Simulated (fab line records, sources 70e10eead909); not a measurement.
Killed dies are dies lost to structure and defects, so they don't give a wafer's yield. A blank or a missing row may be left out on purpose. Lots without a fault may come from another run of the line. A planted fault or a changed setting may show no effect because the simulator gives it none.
Problem report in the 8D (eight disciplines) form, filled by code | flow nand_harc | the parts of the form that need people (team, actions taken, sign-off) are left out

1. THE PROBLEM
thk_nm at NHARC_A_ONON_D2_THK_MEAS_14 reads a mean of 1425 nm on 2 wafers of 2 lots; wafers without a fault read 1002 nm with a standard deviation of 8.6. That is +49 standard deviations from the usual mean.
The step: measures by ellipsometry.
First seen on wafer L356.4, day 14 17:13, on film_metro-02. The record holds 42 wafers of 14 lots with a number at this step. Rule for "out", or "out of limits": more than 4 standard deviations from the usual mean. The other wafers with a number count as sound.

2. WHAT IT IS AND WHAT IT IS NOT
question                    | is                           | is not
which readings at this step | thk_nm                       | -
which lots                  | L356, L357                   | L351, L352, L353, L363, L364, L365, L368, L369, L370, L371, L372, L373
which wafers of those lots  | L356.4, L357.4               | L356.1, L356.6, L357.1, L357.5
read on which gauges        | film_metro-01, film_metro-02 | -
when                        | from day 14 17:13            | up to then (11 sound wafers); but 29 sound wafers of L357, L363, L364, L365, L368, L369, L370, L371, L372, L373 came after

3. SUSPECTS, AND WHAT RULES EACH OUT
Counting: a tool at a process step up to the reading stays a suspect if it ran every lot that is out. Sound lots after the first of them don't rule it out here, since some wafers of a struck lot are sound.
- the gauge at NHARC_A_ONON_D2_THK_MEAS_14: ruled out. The wafers that are out were read on 2 gauges (film_metro-01, film_metro-02).
- pecvd_onon-04 at NHARC_A_ONON_D2_DEP_12 (target thk 1000 nm): kept. It ran every lot that is out, first L356 (day 14 16:43); its last sound lot up to then is L353 (day 13 11:02).
Left after counting: pecvd_onon-04 at NHARC_A_ONON_D2_DEP_12.

4. THE CAUSE (what the simulator had put in)
Process parameter drift: pecvd_onon-04, from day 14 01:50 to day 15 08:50, at NHARC_A_ONON_D2_DEP_12. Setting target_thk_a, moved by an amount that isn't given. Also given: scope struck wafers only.
Counting left only this tool.

5. THE CHAIN OF EFFECTS, in route order
Each row: a reading whose mean over the struck wafers that have a number lies more than 3 standard deviations from the usual. Only readings for which the record gives a usual standard deviation are gone through. hours: the time from each lot's start at the first step in this table that gives one to its start at this step, as a median over the lots. sigmas: the change in usual standard deviations.
hours | step                        | reading         | usual   | on struck wafers | change | sigmas
0     | NHARC_A_ONON_D2_THK_MEAS_14 | thk_nm          | 1002 nm | 1425             | +423   | +49
292   | NHARC_END_SORT_01           | killed_at_array | 54      | 675              | +621   | +37
292   | NHARC_END_SORT_01           | killed_dies     | 58      | 677              | +619   | +36

6. WHAT WOULD HAVE CAUGHT IT SOONER
In this record the first reading out of limits at a measuring or inspecting step was taken at day 14 17:13, 15 hours after the fault began at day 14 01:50.
Of the tool readings at NHARC_A_ONON_D2_DEP_12 for which the record gives a usual standard deviation, none was out on any struck wafer, so an alarm limit of 4 standard deviations on them would not have fired.
Of the lots that are out (2), L357 began NHARC_A_ONON_D2_DEP_12 on pecvd_onon-04 after day 14 17:13. A hold on the tool at that time would have spared it.
